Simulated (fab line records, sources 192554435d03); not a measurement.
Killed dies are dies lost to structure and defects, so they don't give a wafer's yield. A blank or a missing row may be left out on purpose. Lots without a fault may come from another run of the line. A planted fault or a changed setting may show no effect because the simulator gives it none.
fab line records | flow n5_finfet
record lots=9 wafers=27 last_day=18
route steps=1938 shown PMOS_HMC_CHANNEL_EPI@71 FIN_SAQP@99 PASSIVATION@1936
lots that met no fault: from a run of the same line without faults
start_h: hours from the record's first day to the start of the lot's first wafer shown | wait_h: hours since the lot's step before | " the same as in the row above | L1.1+2: a row that stands for several wafers | - no value, or no start given | * or withheld: withheld | < > ~ a bound
route shown NAME@n: a module of which the file shows steps, and the number in the route of the first | usual: mean/standard deviation of fault-free wafers | same: alike in all rows | chamber/n: place in a boat | sites: the reading at each site | _std_site: their standard deviation | _edge_site: outer sites' mean less inner sites' | radius_mm: how far each site lies from the wafer's centre | mask NAME#n: copy n | behind: the tool/chamber that last shaped the wafer | hold: why the lot was held/for how many hours/how that ended | device: the transistor (n, p or np) that didn't switch | end of line: the same wafers' tests at the end of the route | a step without rows: its recipe alone | killed: dies lost to structure and defects at the first sort, not the wafer's yield | map: a wafer's dies, x killed, . not, _ none there
set.NAME: the setting as run; set.NAME@STEP: as run at that earlier step | model.NAME: the simulator's own value behind a step, which no gauge read
steps of the route over a sample of lots; a table a step, a row a wafer
services: from which hour (start_h, from the record's first day; less than 0 if before it) a tool's chamber was out of use, for how many hours, and why
## steps
# step N5_PMOS_HMC_CHANNEL_EPI_STRIP_33
# recipe chemistry=N2/H2 power_w=500 temp_c=40 pressure_mtorr=50 rf_frequency_hz=6e+07 overash_fraction=0.3 bias_power_w=8 h2_frac=0.5 n2_flow_sccm=300 h2_flow_sccm=300
# usual drypump_motor_current_A=5.9/0.47 oes_product_au=0.79/0.064 rf_vpp_V=54.2/1.6 showerhead_plenum_p_Torr=3.39/0.13 temp_c=40.00/0.13 throttle_valve_pct=18.8/0.36
# columns lot.wafer tool chamber start_h wait_h drypump_motor_current_A oes_product_au rf_hours_counter_h rf_vpp_V showerhead_plenum_p_Torr temp_c throttle_valve_pct
L602.2 rie_diel-05 1 23.95 0.0 6.1 0.76 170 52.8 3.22 39.97 18.3
L602.5 " 1 " " 6.1 0.75 - 54.8 3.22 40.04 18.4
L602.6 " 2 " " 5.6 0.72 - 58.9 3.47 39.90 19.0
L603.1 rie_diel-01 1 29.58 0.0 6.3 0.82 108 53.4 3.51 39.98 18.1
L603.4 " 3 " " 5.7 0.75 152 52.7 3.49 40.24 19.0
L603.6 " 3 " " 5.7 0.75 - 55.4 3.50 40.04 18.9
L607.3 rie_diel-06 3 53.33 0.0 6.3 0.84 51 53.3 3.43 39.96 19.2
L607.4 " 0 " " 4.9 0.72 210 52.1 3.17 39.96 19.3
L607.5 " 3 " " 6.3 0.85 - 54.8 3.43 40.00 19.2
L615.1 rie_diel-01 3 102.30 0.0 5.8 0.74 174 55.8 3.48 39.89 19.0
L615.3 " 0 " " 5.4 0.87 47 55.2 3.56 40.14 18.7
L615.4 " 1 " " 6.3 0.80 128 53.3 3.50 39.96 18.1
L616.1 rie_diel-01 0 107.37 0.0 5.5 0.84 48 55.1 3.56 40.02 18.8
L616.4 " 2 " " 6.4 0.75 152 52.8 3.23 39.70 18.5
L616.5 " 1 " " 6.3 0.80 - 57.1 3.50 39.72 18.1
L621.2 rie_diel-06 3 137.64 0.0 6.3 0.83 75 52.6 3.42 39.83 19.2
L621.3 " 2 " " 6.4 0.73 187 54.9 3.32 40.03 18.8
L621.5 " 1 " " 5.9 0.89 - 54.0 3.44 39.80 18.9
L622.1 rie_diel-01 1 143.23 0.0 6.3 0.80 141 52.8 3.50 39.97 18.1
L622.3 " 0 " " 5.5 0.82 60 55.0 3.55 39.75 18.8
L622.4 " 3 " " 5.8 0.73 188 52.7 3.48 39.99 19.0
L623.1 rie_diel-06 3 150.53 0.0 6.3 0.80 79 53.2 3.41 40.12 19.2
L623.3 " 2 " " 6.4 0.71 191 52.0 3.32 40.13 18.8
L623.5 " 3 " " 6.3 0.81 - 55.9 3.41 39.91 19.3
L624.1 rie_diel-06 1 155.56 0.0 5.9 0.87 34 54.0 3.43 40.11 18.9
L624.3 " 0 " " 4.9 0.69 241 53.7 3.15 40.07 19.3
L624.5 " 1 " " 5.8 0.86 - 54.6 3.43 40.01 18.9
# step N5_FIN_SAQP_PECVD_48
# recipe material=SiNx target_thk_a=250 temp_c=400 precursor=SiH4/NH3/N2 pressure_torr=1.5 rf_w=300 time_s=22.1
# usual heater_power_w=766/87 showerhead_plenum_p_Torr=5.14/0.047 throttle_valve_pct=39.5/1.6
# columns lot.wafer tool chamber start_h wait_h heater_power_w showerhead_plenum_p_Torr throttle_valve_pct
L602.2 pecvd-04 2 27.63 0.0 769 5.11 40.7
L602.5 " 1 " " 758 5.16 38.7
L602.6 " 0 " " 883 5.10 39.7
L603.1 pecvd-03 1 33.33 0.0 729 5.07 42.3
L603.4 " 1 " " 736 5.08 42.7
L603.6 " 2 " " 617 5.26 39.3
L607.3 pecvd-02 1 57.07 0.0 723 5.16 37.9
L607.4 " 2 " " 854 5.14 37.6
L607.5 " 1 " " 711 5.15 37.4
L615.1 pecvd-04 2 107.20 0.0 793 5.13 40.9
L615.3 " 2 " " 802 5.12 40.6
L615.4 " 0 " " 918 5.11 40.0
L616.1 pecvd-04 2 111.09 0.0 704 5.12 40.8
L616.4 " 0 " " 902 5.11 39.9
L616.5 " 1 " " 705 5.15 39.0
L621.2 pecvd-04 0 141.18 0.0 936 5.11 40.2
L621.3 " 1 " " 719 5.13 39.0
L621.5 " 0 " " 967 5.11 40.1
L622.1 pecvd-04 1 146.64 0.0 670 5.16 39.0
L622.3 " 0 " " 900 5.11 40.2
L622.4 " 0 " " 911 5.12 40.4
L623.1 pecvd-02 0 154.15 0.0 737 5.13 38.7
L623.3 " 2 " " 907 5.14 38.1
L623.5 " 1 " " 764 5.15 37.6
L624.1 pecvd-02 0 159.03 0.0 730 5.15 38.6
L624.3 " 2 " " 818 5.15 38.2
L624.5 " 2 " " 812 5.14 37.8
# step N5_FIN_SAQP_PECVD_06
# recipe material=a-Si target_thk_a=600 temp_c=400 precursor=SiH4/He pressure_torr=3 rf_w=100 time_s=48.1
# usual heater_power_w=824/87 showerhead_plenum_p_Torr=5.67/0.035 throttle_valve_pct=18.0/0.74
# columns lot.wafer tool chamber start_h wait_h heater_power_w showerhead_plenum_p_Torr throttle_valve_pct
L602.2 pecvd-04 2 27.67 0.0 749 5.67 18.4
L602.5 " 1 " " 690 5.66 17.8
L602.6 " 0 " " 899 5.65 18.0
L603.1 pecvd-03 1 33.37 0.0 795 5.64 19.4
L603.4 " 1 " " 795 5.62 19.5
L603.6 " 2 " " 748 5.76 17.9
L607.3 pecvd-02 1 57.11 0.0 827 5.69 17.2
L607.4 " 2 " " 988 5.67 17.2
L607.5 " 1 " " 835 5.68 17.3
L615.1 pecvd-04 2 107.26 0.0 852 5.66 18.6
L615.3 " 2 " " 858 5.66 18.4
L615.4 " 0 " " 928 5.64 18.2
L616.1 pecvd-04 2 111.13 0.0 745 5.65 18.6
L616.4 " 0 " " 980 5.64 18.3
L616.5 " 1 " " 714 5.68 17.9
L621.2 pecvd-04 0 141.22 0.0 1032 5.66 18.2
L621.3 " 1 " " 759 5.67 17.6
L621.5 " 0 " " 1005 5.63 18.1
L622.1 pecvd-04 1 146.68 0.0 810 5.67 18.0
L622.3 " 0 " " 1013 5.65 18.6
L622.4 " 0 " " 1006 5.65 18.4
L623.1 pecvd-02 0 154.19 0.0 704 5.65 17.4
L623.3 " 2 " " 920 5.67 17.6
L623.5 " 1 " " 857 5.70 17.0
L624.1 pecvd-02 0 159.07 0.0 815 5.65 17.7
L624.3 " 2 " " 919 5.68 17.3
L624.5 " 2 " " 903 5.66 17.2
# step N5_FIN_SAQP_THK_MEAS_07
# usual thk_nm=60.1/0.8
# columns lot.wafer tool chamber start_h wait_h thk_nm
L602.2 film_metro-02 - 27.76 0.1 59.3
L602.5 " - " " 59.8
L602.6 " - " " 60.6
L603.1 film_metro-02 - 33.46 0.1 59.6
L603.4 " - " " 60.2
L603.6 " - " " 60.0
L607.3 film_metro-01 - 57.20 0.1 59.5
L607.4 " - " " 61.5
L607.5 " - " " 60.9
L615.1 film_metro-01 - 107.38 0.1 59.7
L615.3 " - " " 60.3
L615.4 " - " " 60.8
L616.1 film_metro-02 - 111.22 0.1 59.3
L616.4 " - " " 95.5
L616.5 " - " " 60.3
L621.2 film_metro-02 - 141.31 0.1 94.8
L621.3 " - " " 60.0
L621.5 " - " " 95.2
L622.1 film_metro-02 - 146.77 0.1 59.3
L622.3 " - " " 93.4
L622.4 " - " " 94.2
L623.1 film_metro-01 - 154.28 0.1 59.4
L623.3 " - " " 59.5
L623.5 " - " " 60.5
L624.1 film_metro-02 - 159.16 0.1 59.9
L624.3 " - " " 59.6
L624.5 " - " " 60.2
# step N5_FIN_SAQP_HM_DEP_72
# recipe material=SiO2 target_thk_a=120 temp_c=400 precursor=SiH4/N2O pressure_torr=0.75 rf_w=275 time_s=7.2
# usual heater_power_w=754/81 showerhead_plenum_p_Torr=8.14/0.092
# columns lot.wafer tool chamber start_h wait_h heater_power_w showerhead_plenum_p_Torr
L602.2 pecvd-02 0 27.79 0.0 705 8.12
L602.5 " 0 " " 688 8.12
L602.6 " 1 " " 795 8.17
L603.1 pecvd-02 1 33.49 0.0 706 8.20
L603.4 " 1 " " 702 8.18
L603.6 " 0 " " 638 8.13
L607.3 pecvd-04 1 57.27 0.1 757 8.19
L607.4 " 2 " " 753 8.09
L607.5 " 1 " " 738 8.15
L615.1 pecvd-03 2 107.42 0.0 661 8.39
L615.3 " 1 " " 634 8.02
L615.4 " 2 " " 668 8.38
L616.1 pecvd-02 1 111.26 0.0 716 8.18
L616.4 " 2 " " 806 8.17
L616.5 " 1 " " 703 8.17
L621.2 pecvd-02 1 141.35 0.0 810 8.17
L621.3 " 0 " " 716 8.15
L621.5 " 1 " " 797 8.20
L622.1 pecvd-03 2 146.80 0.0 716 8.39
L622.3 " 0 " " 743 8.08
L622.4 " 0 " " 780 8.07
L623.1 pecvd-04 1 154.32 0.0 719 8.16
L623.3 " 0 " " 895 8.08
L623.5 " 0 " " 913 8.06
L624.1 pecvd-04 0 159.20 0.0 873 8.09
L624.3 " 1 " " 643 8.17
L624.5 " 0 " " 891 8.09
# step N5_FIN_SAQP_MANDREL_ETCH_22
# recipe target_depth_a=600 chemistry=HBr/Cl2 target=a-Si stop_on=SiNx bt_time_s=10 over_etch_frac=0.5 time_s=30 pressure_mtorr=10 icp_w=800 bias_w=75 HBr_flow_sccm=150 Cl2_flow_sccm=80 ends=end_point
# usual drypump_motor_current_A=5.9/0.38 oes_product_au=0.768/0.013 throttle_valve_pct=35.3/0.36
# columns lot.wafer tool chamber start_h wait_h drypump_motor_current_A oes_product_au rf_hours_counter_h throttle_valve_pct
L602.2 rie_si-02 3 28.52 0.0 6.2 0.737 63 35.3
L602.5 " 0 " " 6.6 0.764 - 35.8
L602.6 " 1 " " 5.8 0.758 - 34.7
L603.1 rie_si-02 2 34.35 0.0 5.4 0.789 52 35.6
L603.4 " 0 " " 6.6 0.770 111 35.8
L603.6 " 0 " " 6.6 0.763 - 35.8
L607.3 rie_si-02 0 58.18 0.0 6.6 0.760 111 35.8
L607.4 " 3 " " 6.2 0.757 63 35.2
L607.5 " 2 " " 5.4 0.794 - 35.6
L615.1 rie_si-02 0 108.16 0.0 6.6 0.768 112 35.8
L615.3 " 3 " " 6.2 0.758 64 35.3
L615.4 " 1 " " 5.8 0.771 17 34.7
L616.1 rie_si-02 0 112.23 0.0 6.6 0.757 112 35.8
L616.4 " 1 " " 5.7 0.968 17 34.2
L616.5 " 0 " " 6.6 0.768 - 35.8
L621.2 rie_si-06 3 142.18 0.0 5.9 1.004 7 34.6
L621.3 " 0 " " 5.8 0.764 5 35.1
L621.5 " 3 " " 5.9 1.001 - 34.6
L622.1 rie_si-06 1 148.78 0.0 6.2 0.779 178 34.9
L622.3 " 2 " " 5.7 0.991 116 34.9
L622.4 " 3 " " 5.9 1.002 7 34.6
L623.1 rie_si-06 1 155.07 0.0 6.1 0.780 178 34.9
L623.3 " 3 " " 5.9 0.771 7 35.1
L623.5 " 0 " " 5.7 0.763 - 35.1
L624.1 rie_si-02 0 160.18 0.0 6.6 0.771 113 35.8
L624.3 " 2 " " 5.4 0.781 55 35.6
L624.5 " 1 " " 5.8 0.763 - 34.7
# step N5_FIN_SAQP_INSPECT_40
# recipe inspect_instrument=brightfield mode=aei
# usual raw_defect_count=218/56
# columns lot.wafer tool chamber start_h wait_h raw_defect_count
L602.2 defect_inspect-02 - 33.30 0.0 272
L602.5 " - " " 299
L602.6 " - " " 257
L603.1 defect_inspect-02 - 39.08 0.0 220
L603.4 " - " " 181
L603.6 " - " " 183
L607.3 defect_inspect-01 - 62.22 0.0 254
L607.4 " - " " 295
L607.5 " - " " 321
L615.1 defect_inspect-02 - 112.69 0.0 151
L615.3 " - " " 149
L615.4 " - " " 182
L616.1 defect_inspect-02 - 117.11 0.0 198
L616.4 " - " " 2067
L616.5 " - " " 258
L621.2 defect_inspect-02 - 146.26 0.2 1843
L621.3 " - " " 175
L621.5 " - " " 1702
L622.1 defect_inspect-01 - 152.80 0.0 203
L622.3 " - " " 1844
L622.4 " - " " 1975
L623.1 defect_inspect-01 - 159.92 0.0 193
L623.3 " - " " 178
L623.5 " - " " 249
L624.1 defect_inspect-02 - 164.41 0.0 173
L624.3 " - " " 309
L624.5 " - " " 200
# step N5_PASSIVATION_PROBE_49
# usual killed_at_M0_to_M3=37/12 killed_at_M4_up=14/5.3 killed_at_contacts=12/6.2 killed_at_front_end=41/11 killed_at_other=3.7/2.9 killed_dies=107/17 killed_on_rim=14/4.4 killed_open=71/12 killed_short=34/7.9
# same gross_dies=1180 killed_at_back_side=0
# columns lot.wafer tool chamber start_h wait_h killed_at_M0_to_M3 killed_at_M4_up killed_at_contacts killed_at_front_end killed_at_other killed_dies killed_on_rim killed_open killed_short
L602.2 prober-02 - 277.60 0.1 41 3 15 32 7 98 14 66 30
L602.5 prober-02 - 277.75 0.2 42 13 4 43 1 103 12 66 33
L602.6 prober-02 - 277.80 0.3 43 7 17 33 5 105 11 68 34
L616.1 prober-01 - 374.72 0.0 20 8 17 44 4 93 7 60 33
L616.4 prober-01 - 374.87 0.2 34 11 18 1113 4 1180 152 73 33
L616.5 prober-01 - 374.92 0.2 28 14 29 30 4 105 12 72 31
L622.1 prober-01 - 403.41 0.0 34 13 6 62 1 116 16 72 41
L622.3 prober-01 - 403.51 0.1 42 16 16 1039 4 1117 136 63 38
L622.4 prober-01 - 403.56 0.2 52 10 13 1100 1 1176 152 72 42
L621.2 prober-02 - 409.57 0.1 27 14 3 1125 2 1171 152 57 30
L621.3 prober-02 - 409.62 0.1 23 9 10 51 15 108 13 76 31
L621.5 prober-02 - 409.72 0.2 28 18 9 1112 7 1174 150 64 35
# killed by level:class
L602.2 MOL_CONTACT_COAG:geometric_particle:open=14 FIN_SAQP:geometric_particle:open=9 BEOL_M0_SAQP:geometric_particle:short=9 BEOL_M0_SAQP:geometric_particle:open=8 BEOL_M3:geometric_particle:open=7 DUMMY_GATE:geometric_particle:open=5 BEOL_M2:geometric_particle:open=5 FIN_SAQP:geometric_particle:short=4
L602.5 BEOL_M0_SAQP:geometric_particle:short=14 DUMMY_GATE:geometric_particle:open=8 BEOL_M0_SAQP:geometric_particle:open=8 BEOL_M1:geometric_particle:open=6 BEOL_M4:geometric_particle:open=6 STI_FIN_REVEAL:geometric_particle:open=5 GATE_CUT:geometric_particle:short=4 BEOL_M0:geometric_particle:open=4
L602.6 MOL_CONTACT_COAG:geometric_particle:open=9 BEOL_M1:geometric_particle:open=9 BEOL_M0_SAQP:geometric_particle:open=8 BEOL_M2:geometric_particle:open=8 MOL_CONTACT_COAG:geometric_particle:short=7 FIN_SAQP:geometric_particle:open=6 FIN_SAQP:geometric_particle:short=5 BEOL_M0_SAQP:geometric_particle:short=5
L616.1 MOL_CONTACT_COAG:geometric_particle:open=14 STI_FIN_REVEAL:geometric_particle:open=14 STI_FIN_REVEAL:geometric_particle:short=8 BEOL_M2:geometric_particle:open=7 FIN_SAQP:geometric_particle:short=6 BEOL_M3:geometric_particle:open=5 FIN_SAQP:geometric_particle:open=4 GATE_CUT:geometric_particle:short=4
L616.4 FIN_SAQP:area_etch=1074 MOL_CONTACT_COAG:geometric_particle:open=16 STI_FIN_REVEAL:geometric_particle:open=13 FIN_SAQP:geometric_particle:open=10 BEOL_M0_SAQP:geometric_particle:open=9 FIN_SAQP:geometric_particle:short=8 BEOL_M0_SAQP:geometric_particle:short=8 BEOL_M1:geometric_particle:short=4
L616.5 MOL_CONTACT_COAG:geometric_particle:open=26 FIN_SAQP:geometric_particle:open=9 STI_FIN_REVEAL:geometric_particle:open=5 STARTING-WAFER:geometric_particle:open=5 BEOL_M0:geometric_particle:open=5 BEOL_M1:geometric_particle:short=5 BEOL_M4:geometric_particle:open=5 BEOL_M0_SAQP:geometric_particle:open=4
L622.1 FIN_SAQP:geometric_particle:open=22 FIN_SAQP:geometric_particle:short=12 GATE_CUT:geometric_particle:short=9 BEOL_M0_SAQP:geometric_particle:open=7 BEOL_M1:geometric_particle:open=7 BEOL_M3:geometric_particle:short=6 BEOL_M4:geometric_particle:open=6 BEOL_M2:geometric_particle:open=5
L622.3 FIN_SAQP:area_etch=1016 MOL_CONTACT_COAG:geometric_particle:open=12 BEOL_M4:geometric_particle:open=9 BEOL_M1:geometric_particle:open=8 BEOL_M0_SAQP:geometric_particle:short=8 BEOL_M2:geometric_particle:open=7 BEOL_M0_SAQP:geometric_particle:open=6 BEOL_M3:geometric_particle:short=6
L622.4 FIN_SAQP:area_etch=1061 BEOL_M0_SAQP:geometric_particle:open=16 BEOL_M1:geometric_particle:open=12 FIN_SAQP:geometric_particle:open=11 MOL_CONTACT_COAG:geometric_particle:open=11 BEOL_M3:geometric_particle:short=8 BEOL_M0_SAQP:geometric_particle:short=7 FIN_SAQP:geometric_particle:short=6
L621.2 FIN_SAQP:area_etch=1083 FIN_SAQP:geometric_particle:open=11 FIN_SAQP:geometric_particle:short=9 DUMMY_GATE:geometric_particle:open=9 BEOL_M0_SAQP:geometric_particle:short=7 BEOL_M0_SAQP:geometric_particle:open=5 BEOL_M2:geometric_particle:short=4 BEOL_M3:geometric_particle:open=4
L621.3 STI_FIN_REVEAL:geometric_particle:open=16 FIN_SAQP:geometric_particle:open=14 FIN_SAQP:geometric_particle:short=9 BEOL_M2:geometric_particle:open=9 MOL_CONTACT_COAG:geometric_particle:open=8 PASS1_CAP:geometric_particle:open=5 BEOL_M5:geometric_particle:open=4 BEOL_M1:geometric_particle:open=3
L621.5 FIN_SAQP:area_etch=1073 FIN_SAQP:geometric_particle:open=10 MOL_CONTACT_COAG:geometric_particle:open=9 BEOL_M0_SAQP:geometric_particle:open=7 BEOL_M3:geometric_particle:open=7 BEOL_M2:geometric_particle:short=6 BEOL_M4:geometric_particle:open=6 FIN_SAQP:geometric_particle:short=5
## services
# columns tool chamber start_h hours kind
rie_diel-05 1 11.95 6.9 repair
rie_diel-05 - 16.27 0.5 repair
pecvd-02 2 21.22 - clean
pecvd-02 2 21.22 - consumable_replace:showerhead
pecvd-02 2 21.22 29.0 scheduled_down
pecvd-02 2 21.22 29.0 vent_cycle
pecvd-04 2 24.51 2.1 scheduled_down
rie_si-02 2 25.78 1.9 repair
rie_diel-06 3 29.32 3.4 repair
pecvd-04 - 31.77 2.8 pm
rie_diel-06 3 35.01 4.2 repair
pecvd-04 0 49.86 11.3 repair
rie_si-06 3 69.79 6.4 repair
rie_si-06 - 80.34 4.0 pm
rie_diel-06 3 91.32 4.9 repair
pecvd-03 - 95.85 2.8 pm
pecvd-04 1 99.31 8.8 repair
rie_si-06 1 105.86 14.2 repair
pecvd-03 - 112.02 2.0 repair
rie_diel-06 2 124.88 3.2 repair
rie_si-06 - 125.24 14.6 pm
rie_si-02 3 146.81 3.9 repair
rie_si-06 - 149.28 0.4 repair
rie_diel-05 0 157.45 2.8 repair
## key
first_sign step=N5_FIN_SAQP_THK_MEAS_07 reading=thk_nm direction=up sigmas=43 usual=* struck=*
effect step=N5_FIN_SAQP_MANDREL_ETCH_22 reading=oes_product_au direction=up sigmas=17 usual=0.768 struck=0.993
effect step=N5_FIN_SAQP_INSPECT_40 reading=raw_defect_count direction=up sigmas=30 usual=218 struck=1886
effect step=N5_PASSIVATION_PROBE_49 reading=killed_at_front_end direction=up sigmas=98 usual=41 struck=1098
more_kills_born_at N5_FIN_SAQP_MANDREL_ETCH_22@rie_si-06=4233 N5_FIN_SAQP_MANDREL_ETCH_22@rie_si-02=1074
met_at N5_FIN_SAQP_PECVD_06
struck_lots L616,L621,L622
struck_wafers L616.4,L621.2,L621.5,L622.3,L622.4
later_rows_left_out L616.4,L621.2,L621.5,L622.3,L622.4
tester_left_out L616,L621,L622
not_acting_at N5_PMOS_HMC_CHANNEL_EPI_STRIP_33,N5_FIN_SAQP_PECVD_48,N5_FIN_SAQP_HM_DEP_72
onset_between 107.26 111.13
fault kind=process_parameter_drift tool=pecvd-04 chamber=0 onset_h=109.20 steps=N5_FIN_SAQP_PECVD_06 channel=time_s offset=* shape=step end_h=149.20 acts_in=* stated=*
# tester_left_out: of these lots the tester's yield and bins aren't shown, on N5 and GAA mostly nor the transistor test; their killed dies are dies lost to structure and defects alone, not to doping, threshold or leakage, so they don't give the yield
# later_rows_left_out: the simulator's readings of these wafers behind a module that went badly wrong aren't trusted and aren't shown, but for the sort
